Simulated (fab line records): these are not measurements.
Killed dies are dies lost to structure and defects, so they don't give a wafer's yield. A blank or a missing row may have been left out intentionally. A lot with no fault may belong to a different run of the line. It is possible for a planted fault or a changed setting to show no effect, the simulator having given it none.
A struck lot beside a sound one | flow n5 finfet | 39 steps out of a route of 1938
Sound: the wafers L475.4, L475.5, L475.6. Struck: wafer L483.5; the same lot's L483.2 was not struck, so it is left out; see the end for the cause.
For every step that has rows: the tool of each side, followed by ch and its chambers, followed by its first start. Under that, the readings that differ: sound wafers | struck wafers | difference of the means | sigmas: that difference in standard deviations of wafers without a fault.
alike: a reading whose means differ by less than 2 such deviations, as well as words and numbers matching on both sides. not compared: withheld readings; readings where some wafer has no value; bounds like >300 that might hide an equal value; numbers whose values overlap and for which the record gives no deviation.
The two part at a step that has a row with sigmas, a row that says differs or no value, or rows on one side only. Numbers that have no deviation but don't overlap get no sigmas and don't part them. A reading that every wafer of one side lacks parts them only if that side has two wafers or more.

first, 9 steps without rows for these wafers: N5_MOL_CONTACT_COAG_CVD_140 (deposits W, target thk 66.5 nm, time 215 s); N5_MOL_CONTACT_COAG_PRECLEAN_127 (cleans in DIW, time 57.5 s); N5_MOL_CONTACT_COAG_SRD_128 (dry time 32 s); N5_MOL_CONTACT_COAG_CMP_52 (polishes, stops on SiO2, t overpolish 1.5 s, target thk 66.5 nm); N5_MOL_CONTACT_COAG_ANNEAL_112 (time 1800 s); N5_BEOL_M0_SAQP_PECVD_00 (deposits SiCN from 3MS/NH3, target thk 8 nm, time 14 s); N5_BEOL_M0_SAQP_ILD_DEP_01 (deposits SiOC from DEMS/O2, target thk 45.419 nm, time 8.7 s); N5_BEOL_M0_SAQP_HM_DEP_02 (deposits TiN, target thk 12 nm); N5_BEOL_M0_SAQP_PECVD_03 (deposits SiCN from 3MS/NH3, target thk 12 nm, time 21.1 s).
N5_BEOL_M0_SAQP_PECVD_96: deposits a-Si from SiH4/He, target thk 45 nm, time 45.2 s.
  sound on pecvd-02 ch 0,1,2, day 7 17:54; struck on pecvd-03 ch 1, day 9 20:53
  reading                                         | sound          | struck | difference | sigmas
  run length s (s)                                | 81.7 81.4 81.9 | 88.2   | +6.5       | +13
  showerhead plenum p Torr (Torr)                 | 5.59 5.58 5.69 | 5.77   | +0.15      | +2
  model.a-Si_of_BEOL_M0_SAQP_PECVD_96.thk nm (nm) | 44.8 45.6 45.2 | 52.6   | +7.4       |
  alike: heater power outer w, heater power w, throttle valve pct
then, 25 steps without rows for these wafers: N5_BEOL_M0_SAQP_PECVD_97 (deposits SiNx from SiH4/NH3/N2, target thk 23 nm, time 19.9 s); N5_BEOL_M0_SAQP_PECVD_04 (deposits a-Si from SiH4/He, target thk 60 nm, time 60.2 s); N5_BEOL_M0_SAQP_HM_DEP_111 (deposits SiO2 from SiH4/N2O, target thk 12 nm, time 7.2 s); N5_BEOL_M0_SAQP_COAT_81 (time 60 s, resist thk 100 nm); N5_BEOL_M0_SAQP_COAT_82 (time 60 s, resist thk 30 nm); N5_BEOL_M0_SAQP_COAT_08 (resist thk 90 nm); N5_BEOL_M0_SAQP_EBR_10; N5_BEOL_M0_SAQP_SOFTBAKE_09 (time 60 s); N5_BEOL_M0_SAQP_EXPOSE_11 (exposes mask M0 CORE, target cd 42 nm); N5_BEOL_M0_SAQP_PEB_12 (peb time 60 s); N5_BEOL_M0_SAQP_DEVELOP_13 (develop time 30 s); N5_BEOL_M0_SAQP_DESCUM_19 (chemistry O2, time 7.9 s); N5_BEOL_M0_SAQP_ETCH_83 (etches SiARC in CF4, target depth 39 nm, time 65 s); N5_BEOL_M0_SAQP_ETCH_84 (etches SOC in N2/H2, target depth 100 nm, overetch 20 nm, time 150 s); N5_BEOL_M0_SAQP_STRIP_80 (strips in N2/H2); N5_BEOL_M0_SAQP_HM_OPEN_112 (chemistry CHF3/O2, target SiO2, stops on a-Si, target depth 12 nm, time 13.5 s); N5_BEOL_M0_SAQP_STRIP_113 (strips in CHF3/O2); N5_BEOL_M0_SAQP_MANDREL_ETCH_20 (etches a-Si in HBr/Cl2, stops on SiNx, target depth 60 nm, bt time 10 s, time 30 s); N5_BEOL_M0_SAQP_STRIP_86 (strips in N2/H2); N5_BEOL_M0_SAQP_STRIP_115 (strips in post etch residue remover, time 60 s); N5_BEOL_M0_SAQP_SRD_93 (time 30 s); N5_BEOL_M0_SAQP_RECESS_114 (chemistry HF/NH3, target SiO2, target depth 14.4 nm, afs cycles 3, sublimation time 60 s); N5_BEOL_M0_SAQP_SPACER1_ALD_98 (deposits SiO2, target thk 12.8 nm, pulse time 1 s, purge time 2 s); N5_BEOL_M0_SAQP_SPACER1_ETCHBACK_99 (etches SiO2 in CHF3/O2, target depth 15.4 nm, time 7.7 s); N5_BEOL_M0_SAQP_MANDREL1_REMOVE_100 (chemistry HBr/Cl2/O2, target a-Si, stops on SiNx, bt time 10 s).
N5_BEOL_M0_SAQP_MANDREL_ETCH_103: etches a-Si in HBr/Cl2, stops on SiCN, target depth 45 nm, bt time 10 s, time 27 s.
  sound on rie si-03 ch 0,1, day 7 20:30; struck on rie si-04 ch 2, day 9 23:52
  reading                  | sound             | struck | difference | sigmas
  oes product au (a.u.)    | 0.675 0.679 0.686 | 0.778  | +0.098     | +7
  throttle valve pct (%)   | 35.7 35.7 35.5    | 34.8   | -0.8       | -2
  model.etch.depth nm (nm) | 44.86 45.64 45.18 | 52.65  | +7.42      |
  alike: HBr_flow_sccm, drypump motor current A
  not compared: rf hours counter h
N5_BEOL_M0_SAQP_SPACER2_ETCHBACK_27: etches SiO2 in CHF3/O2, target depth 22.5 nm, time 11.25 s.
  sound on rie diel-05 ch 2,3, day 7 21:53; struck on rie diel-05 ch 2, day 10 01:22
  reading                                         | sound        | struck | difference | sigmas
  model.a-Si_of_BEOL_M0_SAQP_PECVD_96.thk nm (nm) | 42.6 43.4 43 | 50.4   | +7.4       |
  alike: O2_flow_sccm, drypump motor current A, oes_f_703_au, oes product au, rf vpp V, showerhead plenum p Torr, throttle valve pct
  not compared: rf hours counter h
-- the record jumps here: 4 days lie between the struck wafers' starts before and after (it left off in module BEOL_M0_SAQP and takes up again in module BEOL_M4, whose first step shown is number 1111 of the route) --
N5_BEOL_M4_RC_MEAS_101:
  sound on prober-02 ch 0, day 11 21:32; struck on prober-01 ch 0, day 13 14:49
  reading        | sound          | struck | difference | sigmas
  DIBL_N (mV/V)  | 38.8 37.5 41.8 | 34.0   | -5.4       | -2
  DIBL_P (mV/V)  | 40.7 39.5 43.7 | 33.0   | -8.3       | -3
  IOFF_N (nA/um) | 0.18 0.16 0.25 | 0.11   | -0.09      | -2
  IOFF_P (nA/um) | 0.24 0.21 0.29 | 0.16   | -0.09      | -2
  SS_N (mV/dec)  | 71.8 72.1 72.7 | 70.1   | -2.1       | -3
  alike: ION_N, ION_P, SS_P, VT_N, VT_P
-- here the record skips 4 days between the struck wafers' starts before and after, leaving off in module BEOL_M4 and picking up in module PASSIVATION (first step shown: number 1936 of the route) --
N5_PASSIVATION_PROBE_49:
  record: rows for the struck wafers here (prober-01, day 18 00:05), none for the sound ones

WHERE THEY PART
First at N5_BEOL_M0_SAQP_PECVD_96; last, within this record, at N5_PASSIVATION_PROBE_49.

WHY: what the simulator had put in
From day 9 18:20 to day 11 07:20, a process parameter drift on pecvd-03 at N5_BEOL_M0_SAQP_PECVD_96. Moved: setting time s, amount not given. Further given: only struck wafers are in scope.
